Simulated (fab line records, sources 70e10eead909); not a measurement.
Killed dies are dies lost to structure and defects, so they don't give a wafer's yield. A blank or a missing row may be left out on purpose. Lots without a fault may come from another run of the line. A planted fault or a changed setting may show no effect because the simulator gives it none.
A struck lot beside a sound one | flow nand_harc | 21 steps out of a route of 1302
Sound: wafers L907.1, L907.2, L907.6. Struck: wafers L917.3, L917.4, L917.5. The cause comes at the end.
At each step with rows: each side's tool, then ch and its chambers, then its first start. Under that, the readings that differ: sound wafers | struck wafers | difference of the means | sigmas: that difference in standard deviations of wafers without a fault.
alike: readings whose means differ by less than 2 such deviations, and words and numbers that are the same on both sides. not compared: withheld readings, readings that some wafer has no value for, bounds like >300 that may hide the same value, and numbers for which the record gives no deviation and whose values overlap.
The two part at a step that has a row with sigmas, a row that says differs or no value, or rows on one side only. Numbers that don't overlap but have no deviation are shown without sigmas and don't part them. A reading that every wafer of one side lacks parts them only if that side has two wafers or more.

NHARC_A_BLC_CVD_24: deposits W, target thk 150 nm, time 434 s.
  sound on cvd_w-01 ch 0,1; struck on cvd_w-01 ch 0,1
  alike: heater_power_w, throttle_valve_pct
NHARC_A_BLC_CMP_25: polishes, t overpolish 30 s, target thk 150 nm.
  sound on cmp-01 ch 0,2, day 25 21:56; struck on cmp-04 ch 1,3, day 29 23:13
  alike: motor_current_A, overpolish_run_s, time_to_endpoint_s
then, 1 step without rows for these wafers: NHARC_A_BLC_SRD_27.
NHARC_A_BLC_INSPECT_28:
  sound on defect_inspect-01, day 25 22:19; struck on defect_inspect-02, day 29 23:38
  alike: raw_defect_count
then, 7 steps without rows for these wafers: NHARC_A_M0_DEP_00 (deposits SiOC, target thk 150 nm); NHARC_A_M0_DEHYDRATE_01 (time 120 s); NHARC_A_M0_HMDS_02 (time 30 s); NHARC_A_M0_COAT_33 (time 65 s); NHARC_A_M0_COAT_03 (resist thk 90 nm); NHARC_A_M0_SOFTBAKE_04 (time 55 s); NHARC_A_M0_EBR_05.
NHARC_A_M0_EXPOSE_06: exposes mask A M0, target cd 80 nm.
  sound on arfi_scanner-02 ch 0, day 25 22:57; struck on arfi_scanner-02 ch 0, day 30 00:24
  reading              | sound             | struck            | difference | sigmas
  exposure_dose_mJ_cm2 | 83.07 83.08 83.12 | 85.76 85.83 85.88 | +2.73      | +32
  alike: mask
then, 2 steps without rows for these wafers: NHARC_A_M0_PEB_07 (peb time 65 s); NHARC_A_M0_DEVELOP_08 (develop time 35 s).
NHARC_A_M0_CD_MEAS_09: target cd 80 nm.
  sound on cd_sem-03 ch 0, day 25 23:06; struck on cd_sem-03 ch 0, day 30 00:32
  reading    | sound          | struck         | difference | sigmas
  cd_nm (nm) | 80.6 80.2 80.7 | 71.9 71.3 63.1 | -11.7      | -19
NHARC_A_M0_OVL_MEAS_10: pitch 160 nm.
  sound on overlay-01, day 25 23:11; struck on overlay-01, day 30 00:37
  alike: overlay_x_nm, overlay_y_nm
NHARC_A_M0_INSPECT_11:
  sound on defect_inspect-01, day 25 23:14; struck on defect_inspect-02, day 30 00:40
  alike: raw_defect_count
NHARC_A_M0_DESCUM_14: chemistry O2, time 3 s.
  sound on rie_diel-13 ch 0,2,3, day 25 23:18; struck on rie_diel-09 ch 0,1,3, day 30 00:43
  reading               | sound             | struck            | difference | sigmas
  model.A_M0.cd_nm (nm) | 80.25 80.02 80.37 | 72.37 71.83 62.48 | -11.32     |
  alike: drypump_motor_current_A, oes_product_au, rf_vpp_V, showerhead_plenum_p_Torr, throttle_valve_pct
  not compared: rf_hours_counter_h
NHARC_A_M0_ETCH_34: etches the open film in N2/H2, target depth 40 nm, overetch 12 nm, time 43.94 s.
  sound on rie_diel-13 ch 0,1,2, day 25 23:23; struck on rie_diel-09 ch 1,2, day 30 00:49
  reading                         | sound             | struck            | difference | sigmas
  rf_vpp_V (V)                    | 428.3 428.1 427.5 | 433.4 434.1 432.1 | +5.2       | +2
  showerhead_plenum_p_Torr (Torr) | 1.94 1.94 1.92    | 2.17 2.13 2.17    | +0.22      | +3
  alike: drypump_motor_current_A, oes_product_au, throttle_valve_pct
  not compared: rf_hours_counter_h
NHARC_A_M0_ETCH_15: etches the open film in C4F8/Ar, target depth 150 nm, overetch 15 nm, time 82.5 s.
  sound on rie_diel-13 ch 0,1,3; struck on rie_diel-09 ch 1,2
  reading               | sound             | struck            | difference | sigmas
  rf_vpp_V (V)          | 436.3 438.0 437.8 | 443.4 444.4 442.5 | +6.1       | +2
  model.A_M0.cd_nm (nm) | 80.68 79.66 80.49 | 71.94 71.76 62.2  | -11.64     |
  alike: oes_product_au
  not compared: rf_hours_counter_h
NHARC_A_M0_CD_MEAS_16:
  sound on cd_sem-01, day 25 23:35; struck on cd_sem-03, day 30 01:01
  reading    | sound          | struck         | difference | sigmas
  cd_nm (nm) | 80.8 79.7 80.8 | 72.0 71.9 62.4 | -11.7      | -12

WHERE THEY PART
First at NHARC_A_M0_EXPOSE_06; last, within this record, at NHARC_A_M0_CD_MEAS_16.

WHY: what the simulator had put in
Process parameter drift: arfi_scanner-02, from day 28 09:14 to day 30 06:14, at NHARC_A_M0_EXPOSE_06. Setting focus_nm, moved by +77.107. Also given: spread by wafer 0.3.
